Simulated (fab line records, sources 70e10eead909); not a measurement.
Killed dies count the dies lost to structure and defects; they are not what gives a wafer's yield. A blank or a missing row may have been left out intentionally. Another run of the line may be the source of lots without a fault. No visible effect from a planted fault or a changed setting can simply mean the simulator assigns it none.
fab line records / flow nand_harc
[record] lots = 5 wafers = 15 last_day = 24
route steps=1159 shown P_ZERO_WELL@14 END@1159
lots that met no fault: taken from a fault-free run of the same line
start_h: hours from the record's first day to the start of the lot's first wafer shown / wait_h: hours elapsed since this lot's preceding step / " as in the row above / L1.1+2: one row covering several wafers at once / - value missing, or start not given / * or withheld: withheld / < > ~ a bound
route shown NAME@n: names a module that has steps shown in the file, with the first one's number in the route / usual: mean/standard deviation taken from wafers without a fault / same: alike in all rows / chamber/n: place in a boat / sites: each site's reading / _std_site: standard deviation of those values / _edge_site: inner sites' mean taken away from outer sites' mean / radius_mm: how far each site lies from the wafer's centre / mask NAME#n: copy n / behind: tool/chamber where the wafer was last shaped / hold: why the lot was held/for how many hours/how that ended / device: which transistor (n, p or np) failed to switch / end of line: the tests these same wafers got at the end of their route / a step with no rows: only its recipe / killed: count of dies lost to structure and defects at first sort (not the wafer's yield) / map: shows each die of a wafer: x if killed, . if not, _ if none is there
set.NAME: the setting that was run; set.NAME@STEP: the one run at that earlier step / model.NAME: the simulator's own value behind a step, which no gauge read
a table for each step, a row for each wafer; lots at some steps of the route
services: from which hour (start_h, from the record's first day; less than 0 if before it) a tool's chamber was out of use, for how many hours, and why
[[steps]]
[step NHARC_P_ZERO_WELL_CD_MEAS_11]
[recipe] target_cd_nm = 500 landing_energy_ev = 500
[usual] cd_nm = 500.4/1.9
lot.wafer=L355.2 tool=cd_sem-02 chamber=0 start_h=19.13 wait_h=- cd_nm=502.2
lot.wafer=L355.3 tool=cd_sem-02 chamber=0 start_h=19.13 wait_h=- cd_nm=498.1
lot.wafer=L355.5 tool=cd_sem-02 chamber=0 start_h=19.13 wait_h=- cd_nm=497.5
lot.wafer=L359.1 tool=cd_sem-02 chamber=0 start_h=43.23 wait_h=- cd_nm=500.4
lot.wafer=L359.2 tool=cd_sem-02 chamber=0 start_h=43.23 wait_h=- cd_nm=496.7
lot.wafer=L359.6 tool=cd_sem-02 chamber=0 start_h=43.23 wait_h=- cd_nm=501.1
lot.wafer=L365.1 tool=cd_sem-02 chamber=0 start_h=79.24 wait_h=- cd_nm=498.4
lot.wafer=L365.3 tool=cd_sem-02 chamber=0 start_h=79.24 wait_h=- cd_nm=500.3
lot.wafer=L365.5 tool=cd_sem-02 chamber=0 start_h=79.24 wait_h=- cd_nm=498.1
lot.wafer=L375.1 tool=cd_sem-01 chamber=0 start_h=139.12 wait_h=- cd_nm=502.3
lot.wafer=L375.2 tool=cd_sem-01 chamber=0 start_h=139.12 wait_h=- cd_nm=499.1
lot.wafer=L375.5 tool=cd_sem-01 chamber=0 start_h=139.12 wait_h=- cd_nm=500.3
lot.wafer=L376.1 tool=cd_sem-01 chamber=0 start_h=145.24 wait_h=- cd_nm=499.5
lot.wafer=L376.2 tool=cd_sem-01 chamber=0 start_h=145.24 wait_h=- cd_nm=500.5
lot.wafer=L376.6 tool=cd_sem-01 chamber=0 start_h=145.24 wait_h=- cd_nm=500.6
[step NHARC_P_ZERO_WELL_HARDBAKE_12]
[recipe] temp_c = 118 time_s = 65
[step NHARC_P_ZERO_WELL_DESCUM_13]
[recipe] time_s = 3 o2_flow_sccm = 200 ar_flow_sccm = 0 bias_power_w = 0 chemistry = O2
[usual] drypump_motor_current_A = 5.7/0.46 oes_product_au = 0.996/0.011 rf_vpp_V = 57.8/0.89 showerhead_plenum_p_Torr = 1.90/0.066 throttle_valve_pct = 11.312/0.009
lot.wafer=L355.3 tool=rie_diel-01 chamber=2 start_h=19.29 wait_h=- drypump_motor_current_A=6.6 oes_product_au=0.994 rf_hours_counter_h=3 rf_vpp_V=58.5 showerhead_plenum_p_Torr=1.92 throttle_valve_pct=11.330
lot.wafer=L355.2 tool=rie_diel-01 chamber=0 start_h=19.29 wait_h=- drypump_motor_current_A=5.2 oes_product_au=1.003 rf_hours_counter_h=4 rf_vpp_V=56.7 showerhead_plenum_p_Torr=1.96 throttle_valve_pct=11.313
lot.wafer=L355.5 tool=rie_diel-01 chamber=2 start_h=19.29 wait_h=- drypump_motor_current_A=6.6 oes_product_au=0.992 rf_hours_counter_h=- rf_vpp_V=57.8 showerhead_plenum_p_Torr=1.92 throttle_valve_pct=11.321
lot.wafer=L359.1 tool=rie_diel-10 chamber=1 start_h=43.39 wait_h=- drypump_motor_current_A=5.2 oes_product_au=0.989 rf_hours_counter_h=3 rf_vpp_V=57.5 showerhead_plenum_p_Torr=2.04 throttle_valve_pct=11.324
lot.wafer=L359.2 tool=rie_diel-10 chamber=2 start_h=43.39 wait_h=- drypump_motor_current_A=5.9 oes_product_au=1.002 rf_hours_counter_h=3 rf_vpp_V=58.3 showerhead_plenum_p_Torr=1.94 throttle_valve_pct=11.298
lot.wafer=L359.6 tool=rie_diel-10 chamber=2 start_h=43.39 wait_h=- drypump_motor_current_A=5.9 oes_product_au=1.001 rf_hours_counter_h=- rf_vpp_V=57.8 showerhead_plenum_p_Torr=1.94 throttle_valve_pct=11.311
lot.wafer=L365.1 tool=rie_diel-03 chamber=0 start_h=79.39 wait_h=- drypump_motor_current_A=5.3 oes_product_au=0.975 rf_hours_counter_h=2 rf_vpp_V=57.1 showerhead_plenum_p_Torr=1.94 throttle_valve_pct=11.315
lot.wafer=L365.3 tool=rie_diel-03 chamber=3 start_h=79.39 wait_h=- drypump_motor_current_A=5.7 oes_product_au=1.001 rf_hours_counter_h=2 rf_vpp_V=57.8 showerhead_plenum_p_Torr=1.86 throttle_valve_pct=11.325
lot.wafer=L365.5 tool=rie_diel-03 chamber=0 start_h=79.39 wait_h=- drypump_motor_current_A=5.3 oes_product_au=0.978 rf_hours_counter_h=- rf_vpp_V=56.7 showerhead_plenum_p_Torr=1.94 throttle_valve_pct=11.296
lot.wafer=L375.2 tool=rie_diel-10 chamber=3 start_h=139.28 wait_h=- drypump_motor_current_A=6.3 oes_product_au=0.991 rf_hours_counter_h=8 rf_vpp_V=58.1 showerhead_plenum_p_Torr=1.91 throttle_valve_pct=11.304
lot.wafer=L375.1 tool=rie_diel-10 chamber=0 start_h=139.28 wait_h=- drypump_motor_current_A=5.4 oes_product_au=0.997 rf_hours_counter_h=10 rf_vpp_V=56.5 showerhead_plenum_p_Torr=1.90 throttle_valve_pct=11.283
lot.wafer=L375.5 tool=rie_diel-10 chamber=0 start_h=139.28 wait_h=- drypump_motor_current_A=5.4 oes_product_au=0.990 rf_hours_counter_h=- rf_vpp_V=58.8 showerhead_plenum_p_Torr=1.90 throttle_valve_pct=11.302
lot.wafer=L376.2 tool=rie_diel-03 chamber=1 start_h=145.41 wait_h=- drypump_motor_current_A=5.9 oes_product_au=1.006 rf_hours_counter_h=7 rf_vpp_V=58.1 showerhead_plenum_p_Torr=1.80 throttle_valve_pct=11.315
lot.wafer=L376.1 tool=rie_diel-03 chamber=3 start_h=145.41 wait_h=- drypump_motor_current_A=5.7 oes_product_au=1.004 rf_hours_counter_h=6 rf_vpp_V=57.7 showerhead_plenum_p_Torr=1.86 throttle_valve_pct=11.324
lot.wafer=L376.6 tool=rie_diel-03 chamber=1 start_h=145.41 wait_h=- drypump_motor_current_A=5.9 oes_product_au=1.009 rf_hours_counter_h=- rf_vpp_V=56.9 showerhead_plenum_p_Torr=1.80 throttle_valve_pct=11.302
[step NHARC_P_ZERO_WELL_ETCH_65]
[recipe] target_depth_a = 800 overetch_a = 240 time_s = 87.88 ion_energy_ev = 200 n2_flow_sccm = 150 h2_flow_sccm = 150 ar_flow_sccm = 0 rf_w = 400 bias_w = 150 chemistry = N2/H2
[usual] drypump_motor_current_A = 5.6/0.46 oes_product_au = 0.996/0.011 rf_vpp_V = 430.2/2.3 showerhead_plenum_p_Torr = 2.03/0.075 throttle_valve_pct = 14.170/0.0089
lot.wafer=L355.3 tool=rie_diel-01 chamber=3 start_h=19.36 wait_h=0.1 drypump_motor_current_A=5.6 oes_product_au=1.003 rf_hours_counter_h=4 rf_vpp_V=429.8 showerhead_plenum_p_Torr=1.99 throttle_valve_pct=14.174
lot.wafer=L355.2 tool=rie_diel-01 chamber=1 start_h=19.36 wait_h=0.1 drypump_motor_current_A=5.5 oes_product_au=1.003 rf_hours_counter_h=3 rf_vpp_V=427.3 showerhead_plenum_p_Torr=1.96 throttle_valve_pct=14.178
lot.wafer=L355.5 tool=rie_diel-01 chamber=0 start_h=19.36 wait_h=0.1 drypump_motor_current_A=5.2 oes_product_au=1.005 rf_hours_counter_h=- rf_vpp_V=433.6 showerhead_plenum_p_Torr=2.09 throttle_valve_pct=14.180
lot.wafer=L359.1 tool=rie_diel-10 chamber=0 start_h=43.47 wait_h=0.1 drypump_motor_current_A=5.4 oes_product_au=0.997 rf_hours_counter_h=4 rf_vpp_V=429.0 showerhead_plenum_p_Torr=2.03 throttle_valve_pct=14.178
lot.wafer=L359.2 tool=rie_diel-10 chamber=3 start_h=43.47 wait_h=0.1 drypump_motor_current_A=6.3 oes_product_au=0.989 rf_hours_counter_h=4 rf_vpp_V=430.7 showerhead_plenum_p_Torr=2.04 throttle_valve_pct=14.173
lot.wafer=L359.6 tool=rie_diel-10 chamber=1 start_h=43.47 wait_h=0.1 drypump_motor_current_A=5.1 oes_product_au=1.007 rf_hours_counter_h=- rf_vpp_V=434.9 showerhead_plenum_p_Torr=2.18 throttle_valve_pct=14.181
lot.wafer=L365.1 tool=rie_diel-03 chamber=2 start_h=79.48 wait_h=0.1 drypump_motor_current_A=5.0 oes_product_au=1.001 rf_hours_counter_h=2 rf_vpp_V=428.4 showerhead_plenum_p_Torr=1.90 throttle_valve_pct=14.170
lot.wafer=L365.3 tool=rie_diel-03 chamber=0 start_h=79.48 wait_h=0.1 drypump_motor_current_A=5.3 oes_product_au=0.973 rf_hours_counter_h=2 rf_vpp_V=431.4 showerhead_plenum_p_Torr=2.07 throttle_valve_pct=14.172
lot.wafer=L365.5 tool=rie_diel-03 chamber=2 start_h=79.48 wait_h=0.1 drypump_motor_current_A=5.0 oes_product_au=1.014 rf_hours_counter_h=- rf_vpp_V=424.5 showerhead_plenum_p_Torr=1.90 throttle_valve_pct=14.175
lot.wafer=L375.2 tool=rie_diel-10 chamber=1 start_h=139.37 wait_h=0.1 drypump_motor_current_A=5.1 oes_product_au=0.995 rf_hours_counter_h=9 rf_vpp_V=433.8 showerhead_plenum_p_Torr=2.18 throttle_valve_pct=14.165
lot.wafer=L375.1 tool=rie_diel-10 chamber=3 start_h=139.37 wait_h=0.1 drypump_motor_current_A=6.3 oes_product_au=0.991 rf_hours_counter_h=8 rf_vpp_V=430.9 showerhead_plenum_p_Torr=2.04 throttle_valve_pct=14.181
lot.wafer=L375.5 tool=rie_diel-10 chamber=1 start_h=139.37 wait_h=0.1 drypump_motor_current_A=5.1 oes_product_au=1.001 rf_hours_counter_h=- rf_vpp_V=435.9 showerhead_plenum_p_Torr=2.18 throttle_valve_pct=14.175
lot.wafer=L376.1 tool=rie_diel-03 chamber=3 start_h=145.51 wait_h=0.1 drypump_motor_current_A=5.7 oes_product_au=1.005 rf_hours_counter_h=6 rf_vpp_V=428.7 showerhead_plenum_p_Torr=1.98 throttle_valve_pct=14.166
lot.wafer=L376.2 tool=rie_diel-03 chamber=0 start_h=145.51 wait_h=0.1 drypump_motor_current_A=5.4 oes_product_au=0.989 rf_hours_counter_h=7 rf_vpp_V=432.6 showerhead_plenum_p_Torr=2.07 throttle_valve_pct=14.160
lot.wafer=L376.6 tool=rie_diel-03 chamber=1 start_h=145.51 wait_h=0.1 drypump_motor_current_A=5.9 oes_product_au=0.999 rf_hours_counter_h=- rf_vpp_V=426.8 showerhead_plenum_p_Torr=1.91 throttle_valve_pct=14.156
[step NHARC_P_ZERO_WELL_ETCH_62]
[recipe] target_depth_a = 130 time_s = 6.5 chf3_flow_sccm = 50 ar_flow_sccm = 200 rf_w = 500 bias_w = 200 chemistry = CHF3/Ar
[usual] chf3_flow_sccm = 50.00/0.14 drypump_motor_current_A = 5.7/0.46 oes_product_au = 0.957/0.019 rf_vpp_V = 370.2/1.9 showerhead_plenum_p_Torr = 2.33/0.076 throttle_valve_pct = 20.217/0.0095
lot.wafer=L355.3 tool=rie_diel-01 chamber=2 start_h=- wait_h=- chf3_flow_sccm=50.01 drypump_motor_current_A=6.6 oes_product_au=0.912 rf_hours_counter_h=3 rf_vpp_V=370.1 showerhead_plenum_p_Torr=2.35 throttle_valve_pct=20.212
lot.wafer=L355.2 tool=rie_diel-01 chamber=1 start_h=- wait_h=- chf3_flow_sccm=50.07 drypump_motor_current_A=5.5 oes_product_au=0.921 rf_hours_counter_h=3 rf_vpp_V=368.1 showerhead_plenum_p_Torr=2.26 throttle_valve_pct=20.214
lot.wafer=L355.5 tool=rie_diel-01 chamber=2 start_h=- wait_h=- chf3_flow_sccm=49.78 drypump_motor_current_A=6.6 oes_product_au=0.906 rf_hours_counter_h=- rf_vpp_V=371.4 showerhead_plenum_p_Torr=2.35 throttle_valve_pct=20.213
lot.wafer=L359.2 tool=rie_diel-10 chamber=3 start_h=- wait_h=- chf3_flow_sccm=49.91 drypump_motor_current_A=6.3 oes_product_au=0.982 rf_hours_counter_h=4 rf_vpp_V=370.1 showerhead_plenum_p_Torr=2.35 throttle_valve_pct=20.234
lot.wafer=L359.1 tool=rie_diel-10 chamber=0 start_h=- wait_h=- chf3_flow_sccm=50.19 drypump_motor_current_A=5.4 oes_product_au=0.981 rf_hours_counter_h=4 rf_vpp_V=370.1 showerhead_plenum_p_Torr=2.33 throttle_valve_pct=20.221
lot.wafer=L359.6 tool=rie_diel-10 chamber=0 start_h=- wait_h=- chf3_flow_sccm=49.96 drypump_motor_current_A=5.4 oes_product_au=0.980 rf_hours_counter_h=- rf_vpp_V=369.2 showerhead_plenum_p_Torr=2.33 throttle_valve_pct=20.193
lot.wafer=L365.3 tool=rie_diel-03 chamber=0 start_h=- wait_h=- chf3_flow_sccm=50.08 drypump_motor_current_A=5.3 oes_product_au=0.947 rf_hours_counter_h=2 rf_vpp_V=370.4 showerhead_plenum_p_Torr=2.38 throttle_valve_pct=20.231
lot.wafer=L365.1 tool=rie_diel-03 chamber=2 start_h=- wait_h=- chf3_flow_sccm=49.53 drypump_motor_current_A=5.0 oes_product_au=0.978 rf_hours_counter_h=2 rf_vpp_V=367.2 showerhead_plenum_p_Torr=2.20 throttle_valve_pct=20.217
lot.wafer=L365.5 tool=rie_diel-03 chamber=3 start_h=- wait_h=- chf3_flow_sccm=50.15 drypump_motor_current_A=5.7 oes_product_au=0.967 rf_hours_counter_h=- rf_vpp_V=369.8 showerhead_plenum_p_Torr=2.29 throttle_valve_pct=20.209
lot.wafer=L375.2 tool=rie_diel-10 chamber=1 start_h=- wait_h=- chf3_flow_sccm=50.01 drypump_motor_current_A=5.2 oes_product_au=0.973 rf_hours_counter_h=9 rf_vpp_V=374.4 showerhead_plenum_p_Torr=2.49 throttle_valve_pct=20.226
lot.wafer=L375.1 tool=rie_diel-10 chamber=3 start_h=- wait_h=- chf3_flow_sccm=50.17 drypump_motor_current_A=6.3 oes_product_au=0.954 rf_hours_counter_h=8 rf_vpp_V=372.2 showerhead_plenum_p_Torr=2.34 throttle_valve_pct=20.202
lot.wafer=L375.5 tool=rie_diel-10 chamber=2 start_h=- wait_h=- chf3_flow_sccm=49.94 drypump_motor_current_A=5.8 oes_product_au=0.971 rf_hours_counter_h=- rf_vpp_V=370.6 showerhead_plenum_p_Torr=2.37 throttle_valve_pct=20.227
lot.wafer=L376.2 tool=rie_diel-03 chamber=3 start_h=- wait_h=- chf3_flow_sccm=49.96 drypump_motor_current_A=5.7 oes_product_au=0.932 rf_hours_counter_h=6 rf_vpp_V=369.1 showerhead_plenum_p_Torr=2.28 throttle_valve_pct=20.237
lot.wafer=L376.1 tool=rie_diel-03 chamber=1 start_h=- wait_h=- chf3_flow_sccm=50.04 drypump_motor_current_A=5.9 oes_product_au=0.931 rf_hours_counter_h=7 rf_vpp_V=367.1 showerhead_plenum_p_Torr=2.21 throttle_valve_pct=20.223
lot.wafer=L376.6 tool=rie_diel-03 chamber=1 start_h=- wait_h=- chf3_flow_sccm=50.24 drypump_motor_current_A=5.9 oes_product_au=0.928 rf_hours_counter_h=- rf_vpp_V=366.6 showerhead_plenum_p_Torr=2.21 throttle_valve_pct=20.215
[step NHARC_P_ZERO_WELL_ETCH_63]
[recipe] target_depth_a = 1200 time_s = 40.1 hbr_flow_sccm = 150 cl2_flow_sccm = 50 rf_w = 400 icp_w = 400 bias_w = 100 chemistry = HBr/Cl2
[usual] drypump_motor_current_A = 5.8/0.48 oes_product_au = 0.996/0.01 throttle_valve_pct = 26.406/0.0094
lot.wafer=L355.2 tool=rie_si-01 chamber=0 start_h=19.55 wait_h=- drypump_motor_current_A=4.7 oes_product_au=1.005 rf_hours_counter_h=0.7 throttle_valve_pct=26.396
lot.wafer=L355.3 tool=rie_si-01 chamber=2 start_h=19.55 wait_h=- drypump_motor_current_A=5.6 oes_product_au=0.999 rf_hours_counter_h=0.4 throttle_valve_pct=26.393
lot.wafer=L355.5 tool=rie_si-01 chamber=0 start_h=19.55 wait_h=- drypump_motor_current_A=4.7 oes_product_au=1.011 rf_hours_counter_h=- throttle_valve_pct=26.416
lot.wafer=L359.1 tool=rie_si-05 chamber=3 start_h=43.67 wait_h=- drypump_motor_current_A=6.2 oes_product_au=0.991 rf_hours_counter_h=1.4 throttle_valve_pct=26.395
lot.wafer=L359.2 tool=rie_si-05 chamber=1 start_h=43.67 wait_h=- drypump_motor_current_A=5.4 oes_product_au=1.002 rf_hours_counter_h=1.1 throttle_valve_pct=26.398
lot.wafer=L359.6 tool=rie_si-05 chamber=1 start_h=43.67 wait_h=- drypump_motor_current_A=5.4 oes_product_au=0.974 rf_hours_counter_h=- throttle_valve_pct=26.393
lot.wafer=L365.3 tool=rie_si-01 chamber=2 start_h=79.65 wait_h=- drypump_motor_current_A=5.6 oes_product_au=0.993 rf_hours_counter_h=0.9 throttle_valve_pct=26.406
lot.wafer=L365.1 tool=rie_si-01 chamber=1 start_h=79.65 wait_h=- drypump_motor_current_A=6.4 oes_product_au=0.995 rf_hours_counter_h=1.0 throttle_valve_pct=26.403
lot.wafer=L365.5 tool=rie_si-01 chamber=2 start_h=79.65 wait_h=- drypump_motor_current_A=5.5 oes_product_au=0.989 rf_hours_counter_h=- throttle_valve_pct=26.394
lot.wafer=L375.2 tool=rie_si-01 chamber=2 start_h=139.54 wait_h=- drypump_motor_current_A=5.6 oes_product_au=0.997 rf_hours_counter_h=0.1 throttle_valve_pct=26.394
lot.wafer=L375.1 tool=rie_si-01 chamber=3 start_h=139.54 wait_h=- drypump_motor_current_A=6.0 oes_product_au=0.989 rf_hours_counter_h=0.1 throttle_valve_pct=26.419
lot.wafer=L375.5 tool=rie_si-01 chamber=3 start_h=139.54 wait_h=- drypump_motor_current_A=6.0 oes_product_au=0.985 rf_hours_counter_h=- throttle_valve_pct=26.417
lot.wafer=L376.2 tool=rie_si-04 chamber=2 start_h=145.70 wait_h=- drypump_motor_current_A=6.2 oes_product_au=1.004 rf_hours_counter_h=0.5 throttle_valve_pct=26.409
lot.wafer=L376.1 tool=rie_si-04 chamber=3 start_h=145.70 wait_h=- drypump_motor_current_A=6.1 oes_product_au=0.987 rf_hours_counter_h=0.5 throttle_valve_pct=26.411
lot.wafer=L376.6 tool=rie_si-04 chamber=2 start_h=145.70 wait_h=- drypump_motor_current_A=6.2 oes_product_au=1.012 rf_hours_counter_h=- throttle_valve_pct=26.412
[step NHARC_P_ZERO_WELL_STRIP_15]
[recipe] time_s = 900 temp_c = 130 chemistry = SPM
[step NHARC_P_ZERO_WELL_DEHYDRATE_16]
[recipe] temp_c = 150 time_s = 120
[step NHARC_P_ZERO_WELL_HMDS_17]
[recipe] time_s = 30
[step NHARC_P_ZERO_WELL_COAT_18]
[recipe] spin_rpm = withheld
[step NHARC_P_ZERO_WELL_SOFTBAKE_19]
[recipe] temp_c = 122 time_s = 95
[step NHARC_P_ZERO_WELL_EBR_20]
[step NHARC_P_ZERO_WELL_EXPOSE_21]
[recipe] na = 0.6 target_cd_nm = 720 dose_mj = 22.31 mask_id = P_NWELL
lot.wafer=L355.2+3+5 tool=krf_scanner-03 chamber=0 start_h=20.32 wait_h=- mask=P_NWELL#0
lot.wafer=L359.1+2+6 tool=krf_scanner-01 chamber=0 start_h=44.45 wait_h=- mask=P_PWELL#0
lot.wafer=L365.1+3+5 tool=krf_scanner-02 chamber=0 start_h=80.42 wait_h=- mask=P_NWELL#0
lot.wafer=L375.1+2+5 tool=krf_scanner-01 chamber=0 start_h=140.31 wait_h=- mask=P_NWELL#0
lot.wafer=L376.1+2+6 tool=krf_scanner-02 chamber=0 start_h=146.46 wait_h=- mask=P_NWELL#0
[step NHARC_P_ZERO_WELL_PEB_22]
[recipe] peb_temp_c = 118 peb_time_s = 85
[step NHARC_P_ZERO_WELL_DEVELOP_23]
[recipe] time_s = 70
[step NHARC_P_ZERO_WELL_CD_MEAS_24]
[recipe] target_cd_nm = 720 landing_energy_ev = 500
[usual] cd_nm = 720.7/2
lot.wafer=L355.2 tool=cd_sem-03 chamber=0 start_h=20.47 wait_h=- cd_nm=720.0
lot.wafer=L355.3 tool=cd_sem-03 chamber=0 start_h=20.47 wait_h=- cd_nm=721.5
lot.wafer=L355.5 tool=cd_sem-03 chamber=0 start_h=20.47 wait_h=- cd_nm=721.1
lot.wafer=L359.1 tool=cd_sem-02 chamber=0 start_h=44.61 wait_h=- cd_nm=-
lot.wafer=L359.2 tool=cd_sem-02 chamber=0 start_h=44.61 wait_h=- cd_nm=-
lot.wafer=L359.6 tool=cd_sem-02 chamber=0 start_h=44.61 wait_h=- cd_nm=-
lot.wafer=L365.1 tool=cd_sem-02 chamber=0 start_h=80.58 wait_h=- cd_nm=721.0
lot.wafer=L365.3 tool=cd_sem-02 chamber=0 start_h=80.58 wait_h=- cd_nm=720.1
lot.wafer=L365.5 tool=cd_sem-02 chamber=0 start_h=80.58 wait_h=- cd_nm=721.1
lot.wafer=L375.1 tool=cd_sem-03 chamber=0 start_h=140.47 wait_h=- cd_nm=722.5
lot.wafer=L375.2 tool=cd_sem-03 chamber=0 start_h=140.47 wait_h=- cd_nm=721.0
lot.wafer=L375.5 tool=cd_sem-03 chamber=0 start_h=140.47 wait_h=- cd_nm=720.3
lot.wafer=L376.1 tool=cd_sem-02 chamber=0 start_h=146.61 wait_h=- cd_nm=720.9
lot.wafer=L376.2 tool=cd_sem-02 chamber=0 start_h=146.61 wait_h=- cd_nm=722.6
lot.wafer=L376.6 tool=cd_sem-02 chamber=0 start_h=146.61 wait_h=- cd_nm=721.4
[step NHARC_P_ZERO_WELL_HARDBAKE_25]
[recipe] temp_c = 125 time_s = 80
[step NHARC_END_SORT_01]
[recipe] temp_c = 25
[usual] killed_at_array = 26/11 killed_at_other = 0.6/1 killed_at_periphery = 3.1/2.1 killed_dies = 30/11 killed_open = 3.4/1.8 killed_short = 2.1/1.5
[same] gross_dies = 677
lot.wafer=L359.1 tool=prober-02 chamber=0 start_h=465.16 wait_h=2.5 killed_at_array=17 killed_at_other=1 killed_at_periphery=659 killed_dies=677 killed_open=2 killed_short=1
lot.wafer=L359.2 tool=prober-02 chamber=0 start_h=465.96 wait_h=2.8 killed_at_array=24 killed_at_other=3 killed_at_periphery=650 killed_dies=677 killed_open=3 killed_short=6
lot.wafer=L359.6 tool=prober-02 chamber=0 start_h=469.14 wait_h=4.0 killed_at_array=27 killed_at_other=1 killed_at_periphery=649 killed_dies=677 killed_open=3 killed_short=3
// killed by level:class
L359.1 P_ZERO_WELL:area_expose=655 A_SLIT:chamber_film_flake=13 P_M1:chamber_film_flake=2 P_CONTACT:geometric_particle:open=1 A_CHANNEL_FILL_D1:geometric_particle:short=1 A_STAIRCASE:geometric_particle:open=1 P_ZERO_WELL:chamber_film_flake=1 A_CHANNEL_HOLE_D1:chamber_film_flake=1
L359.2 P_ZERO_WELL:area_expose=641 A_SLIT:chamber_film_flake=15 A_ONON_D1:geometric_particle:short=3 THIN_TSV:chamber_film_flake=3 P_M0:geometric_particle:short=2 P_ZERO_WELL:chamber_film_flake=2 P_M1:chamber_film_flake=2 P_GATE:geometric_particle:open=1
L359.6 P_ZERO_WELL:area_expose=643 A_SLIT:chamber_film_flake=10 A_CHANNEL_HOLE_D1:chamber_film_flake=7 A_STAIRCASE:chamber_film_flake=3 A_ONON_D1:geometric_particle:open=2 P_ZERO_WELL:chamber_film_flake=2 A_CONTACT:chamber_film_flake=2 P_M0:geometric_particle:short=1
// map L359.1 (x killed, . not)
____________x____________
_________xxxxxxx_________
_______xxxxxxxxxxx_______
______xxxxxxxxxxxxx______
_____xxxxxxxxxxxxxxx_____
____xxxxxxxxxxxxxxxxx____
____xxxxxxxxxxxxxxxxx____
___xxxxxxxxxxxxxxxxxxx___
___xxxxxxxxxxxxxxxxxxx___
__xxxxxxxxxxxxxxxxxxxxx__
__xxxxxxxxxxxxxxxxxxxxx__
_xxxxxxxxxxxxxxxxxxxxxxx_
_xxxxxxxxxxxxxxxxxxxxxxx_
_xxxxxxxxxxxxxxxxxxxxxxx_
_xxxxxxxxxxxxxxxxxxxxxxx_
_xxxxxxxxxxxxxxxxxxxxxxx_
xxxxxxxxxxxxxxxxxxxxxxxxx
xxxxxxxxxxxxxxxxxxxxxxxxx
xxxxxxxxxxxxxxxxxxxxxxxxx
xxxxxxxxxxxxxxxxxxxxxxxxx
xxxxxxxxxxxxxxxxxxxxxxxxx
_xxxxxxxxxxxxxxxxxxxxxxx_
_xxxxxxxxxxxxxxxxxxxxxxx_
_xxxxxxxxxxxxxxxxxxxxxxx_
_xxxxxxxxxxxxxxxxxxxxxxx_
_xxxxxxxxxxxxxxxxxxxxxxx_
__xxxxxxxxxxxxxxxxxxxxx__
__xxxxxxxxxxxxxxxxxxxxx__
___xxxxxxxxxxxxxxxxxxx___
___xxxxxxxxxxxxxxxxxxx___
____xxxxxxxxxxxxxxxxx____
____xxxxxxxxxxxxxxxxx____
_____xxxxxxxxxxxxxxx_____
______xxxxxxxxxxxxx______
_______xxxxxxxxxxx_______
_________xxxxxxx_________
____________x____________
// map L375.2 (x killed, . not)
____________.____________
_________......._________
_______..........._______
______.............______
_____..........x..x._____
____.................____
____.................____
___................x..___
___......x............___
__.....................__
__.....x...............__
_......................._
_......x................_
_......................._
_.......x......x........_
_......................._
...............x...x.....
.........................
.........................
..........x.x............
.....x....xx.x.x.........
_.........xxxx.........._
_.........x...x........._
_........xxx..x........._
_............x.........x_
_..........xxx.........._
__........xxx.x........__
__........x............__
___...x......xx.......___
___.......x.......x...___
____.................____
____.......x.........____
_____x.............._____
______.............______
_______..........._______
_________.....x._________
____________.____________
[[services]]
tool=krf_scanner-03 chamber=- start_h=-3.98 hours=4.0 kind=pm
tool=rie_diel-10 chamber=- start_h=-0.50 hours=9.0 kind=pm
tool=rie_diel-03 chamber=0 start_h=4.98 hours=21.9 kind=repair
tool=rie_diel-03 chamber=2 start_h=11.55 hours=8.8 kind=repair
tool=rie_si-01 chamber=1 start_h=12.44 hours=4.4 kind=repair
tool=krf_scanner-03 chamber=- start_h=13.72 hours=0.1 kind=repair
tool=rie_diel-03 chamber=1 start_h=14.01 hours=18.4 kind=repair
tool=rie_diel-03 chamber=3 start_h=14.43 hours=18.3 kind=repair
tool=krf_scanner-02 chamber=- start_h=38.00 hours=4.0 kind=pm
tool=rie_diel-03 chamber=- start_h=38.30 hours=9.0 kind=pm
tool=rie_si-05 chamber=0 start_h=39.84 hours=4.1 kind=repair
tool=krf_scanner-01 chamber=- start_h=67.12 hours=0.4 kind=repair
tool=krf_scanner-01 chamber=- start_h=74.48 hours=9.6 kind=repair
tool=krf_scanner-01 chamber=- start_h=84.11 hours=4.0 kind=pm
tool=rie_diel-10 chamber=- start_h=85.42 hours=0.1 kind=repair
tool=rie_si-01 chamber=2 start_h=101.26 hours=9.0 kind=repair
tool=rie_diel-03 chamber=2 start_h=101.53 hours=1.2 kind=repair
tool=rie_diel-10 chamber=3 start_h=104.03 hours=17.4 kind=repair
tool=rie_si-01 chamber=- start_h=106.87 hours=0.3 kind=repair
tool=rie_diel-01 chamber=0 start_h=108.72 hours=17.7 kind=repair
tool=rie_diel-03 chamber=2 start_h=122.87 hours=23.3 kind=repair
tool=rie_si-01 chamber=- start_h=127.00 hours=9.0 kind=pm
tool=rie_diel-01 chamber=- start_h=134.60 hours=1.0 kind=repair
tool=rie_diel-01 chamber=- start_h=137.80 hours=9.0 kind=pm
[[key]]
[first_sign] step = NHARC_P_ZERO_WELL_EXPOSE_21 reading = mask direction = changed
[effect] step = NHARC_P_ZERO_WELL_CD_MEAS_24 reading = cd_nm direction = missing
[effect] step = NHARC_END_SORT_01 reading = killed_at_periphery direction = up sigmas = 99+ usual = 3.1 struck = 652.7
[more_kills_born_at] NHARC_P_ZERO_WELL_EXPOSE_21@krf_scanner-01 = 1939
met_at NHARC_P_ZERO_WELL_EXPOSE_21
struck_wafers L359.1,L359.2,L359.6
later_rows_left_out L359.1,L359.2,L359.6
tester_left_out L359
[fault] kind = wrong_mask tool = any chamber = - onset_h = 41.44 steps = NHARC_P_ZERO_WELL_EXPOSE_21 aux_copy = P_PWELL#0 scope = struck_lots_only
// tester_left_out: of these lots the tester's yield and bins aren't shown, on N5 and GAA mostly nor the transistor test; their killed dies are dies lost to structure and defects alone, not to doping, threshold or leakage, so they don't give the yield
// later_rows_left_out: the simulator's readings of these wafers behind a module that went badly wrong aren't trusted and aren't shown, but for the sort
